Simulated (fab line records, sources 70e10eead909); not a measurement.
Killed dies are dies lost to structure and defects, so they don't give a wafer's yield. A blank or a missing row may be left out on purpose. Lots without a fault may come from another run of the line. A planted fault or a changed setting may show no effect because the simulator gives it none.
One fault seen from 2 desks | flow nand_harc | each desk has only its own numbers; what lay behind them comes last

THE METROLOGY DESK
What the gauges read, lot by lot, whatever tool the lot ran on: means of the sampled wafers that have a number. A lot is out of limits, marked OUT, if its mean lies more than 4 standard deviations from the usual mean; the brackets give that distance.
Columns: A = cd_nm at NHARC_A_SGD_CUT_CD_MEAS_09, usual 100.1 nm
lot  | first seen here | A
L236 | day 19 15:43    | 99.8
L239 | day 20 15:51    | 100.1
L242 | day 21 02:02    | 100.2
L241 | day 22 07:10    | 99.7
L246 | day 22 21:50    | 99.6
L245 | day 22 22:26    | 99.8
L249 | day 24 20:13    | 99.7
L251 | day 25 17:28    | 100.2
L253 | day 26 02:33    | 99.9
L255 | day 27 01:21    | 100.9
L256 | day 27 23:06    | 100.6
L257 | day 28 14:05    | 100.4
L259 | day 29 10:00    | 100.4
This desk's finding: nothing out of limits on any of the 13 lots.

THE TOOL OWNER'S DESK: litho_track-06
The tool's own readings at NHARC_A_SGD_CUT_SOFTBAKE_04 (time 55 s): means of the sampled wafers that have a number, for each lot that ran on this tool. A lot is out of limits, marked OUT, if its mean lies more than 4 standard deviations from the usual mean; the brackets give that distance.
Columns: A = heater_power_total_W at NHARC_A_SGD_CUT_SOFTBAKE_04, usual 188.43 W
lot  | first seen here | A
L242 | day 21 01:00    | 188.39
L241 | day 22 06:00    | 188.39
L245 | day 22 21:00    | 380.11 (+99 or more) OUT
L246 | day 22 21:00    | 380.28 (+99 or more) OUT
L257 | day 28 13:00    | 188.46
L259 | day 29 09:00    | 188.48
This desk's finding: out of limits on L245, L246; first on L245, day 22 21:00 (heater_power_total_W at NHARC_A_SGD_CUT_SOFTBAKE_04). In limits: L242, L241, L257, L259.

PUT TOGETHER
The tool owner's desk could have raised an alarm at day 22 21:00, on L245, L246.
The metrology desk saw nothing out of limits.
The metrology desk has L245, L246 on record, within its limits.
Of the lots named, all ran NHARC_A_SGD_CUT_SOFTBAKE_04 on litho_track-06.

WHAT THE SIMULATOR HAD PUT IN
Process parameter drift: litho_track-06, from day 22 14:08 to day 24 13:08, at NHARC_A_SGD_CUT_SOFTBAKE_04. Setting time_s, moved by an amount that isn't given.
Lots struck among those shown: L245, L246.
Hours from the fault's start to each desk's first reading out of limits: the tool owner's desk, 7.
